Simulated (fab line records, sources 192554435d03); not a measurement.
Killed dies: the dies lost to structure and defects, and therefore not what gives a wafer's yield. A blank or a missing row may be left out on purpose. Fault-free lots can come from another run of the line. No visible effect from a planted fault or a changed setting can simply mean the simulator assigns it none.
Chamber matching | flow n5_finfet | rie_diel-01 running N5_BEOL_M12_ETCH_59: 4 sister chambers
The step etches BARC in N2/H2, target depth 89 nm, overetch 26.7 nm, time 67.9 s. 20 wafers are shown with their chamber, then 10 later ones without.

## EACH WAFER AND ITS CHAMBER
wafer  | chamber | drypump_motor_current_A (A) | throttle_valve_pct (%) | oes_product_au (a.u.)
L076.1 | 3       | 5.3                         | 17.88                  | 0.59
L076.4 | 0       | 5.7                         | 17.82                  | 0.60
L076.6 | 1       | 5.7                         | 17.31                  | 0.69
L078.1 | 0       | 5.8                         | 17.81                  | 0.60
L078.2 | 3       | 5.3                         | 17.87                  | 0.58
L078.3 | 1       | 5.8                         | 17.33                  | 0.69
L085.3 | 3       | 5.3                         | 17.92                  | 0.58
L085.4 | 0       | 5.7                         | 17.44                  | 0.84
L085.5 | 2       | 5.9                         | 17.72                  | 0.73
L086.3 | 3       | 5.3                         | 17.92                  | 0.58
L086.4 | 1       | 5.8                         | 17.36                  | 0.67
L086.6 | 1       | 5.8                         | 17.35                  | 0.67
L089.2 | 3       | 5.3                         | 17.91                  | 0.57
L089.4 | 1       | 5.8                         | 17.35                  | 0.66
L089.6 | 2       | 5.9                         | 17.70                  | 0.72
L092.2 | 0       | 5.8                         | 17.46                  | 0.79
L092.4 | 1       | 5.8                         | 17.36                  | 0.66
L092.5 | 3       | 5.3                         | 17.91                  | 0.57
L093.2 | 0       | 5.8                         | 17.49                  | 0.77
L093.3 | 2       | 5.9                         | 17.75                  | 0.71

SIGNATURES, as means of the wafers listed above
reading                 | chamber 0 | chamber 1 | chamber 2 | chamber 3 | scatter within a chamber
drypump_motor_current_A | 5.760     | 5.783     | 5.900     | 5.300     | 0.0356
throttle_valve_pct      | 17.6040   | 17.3433   | 17.7233   | 17.9017   | 0.0985
oes_product_au          | 0.7200    | 0.6733    | 0.7200    | 0.5783    | 0.057
Rule: distance of a wafer from a chamber = root of the sum over the readings of ((wafer's reading minus chamber's mean) / reading's scatter) squared. If the next closest chamber is less than 2 further off than the closest, the wafer can't be placed; otherwise it belongs to the closest. How the scatter is found: for the shown wafers, subtract from each reading the mean of its chamber, square and add these, divide the total by (wafers less chambers), then take the root.

## WAFERS WITH NO CHAMBER GIVEN
wafer  | drypump_motor_current_A (A) | throttle_valve_pct (%) | oes_product_au (a.u.)
L093.5 | 5.7                         | 17.49                  | 0.78
L096.2 | 5.7                         | 17.38                  | 0.66
L096.3 | 5.9                         | 17.74                  | 0.71
L096.5 | 5.7                         | 17.49                  | 0.77
L094.1 | 5.8                         | 17.39                  | 0.66
L094.4 | 5.9                         | 17.76                  | 0.71
L094.5 | 5.8                         | 17.39                  | 0.66
L097.1 | 5.9                         | 17.75                  | 0.71
L097.2 | 5.8                         | 17.51                  | 0.77
L097.3 | 5.8                         | 17.40                  | 0.66

## EACH ONE'S CHAMBER
wafer  | from the rows above          | in truth
L093.5 | can't be placed: 0 or 1      | 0
L096.2 | can't be placed: 1 or 0      | 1
L096.3 | 2                            | 2
L096.5 | can't be placed: 0 or 1      | 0
L094.1 | can't be placed: 1 or 0      | 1
L094.4 | 2                            | 2
L094.5 | can't be placed: 1 or 0      | 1
L097.1 | 2                            | 2
L097.2 | can't be placed: 0 or 1 or 2 | 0
L097.3 | can't be placed: 1 or 0      | 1
Correctly placed: 3 of 10. Unplaceable from these rows: 7, with the true chamber sitting among the candidates in 7. Wrongly placed: 0.
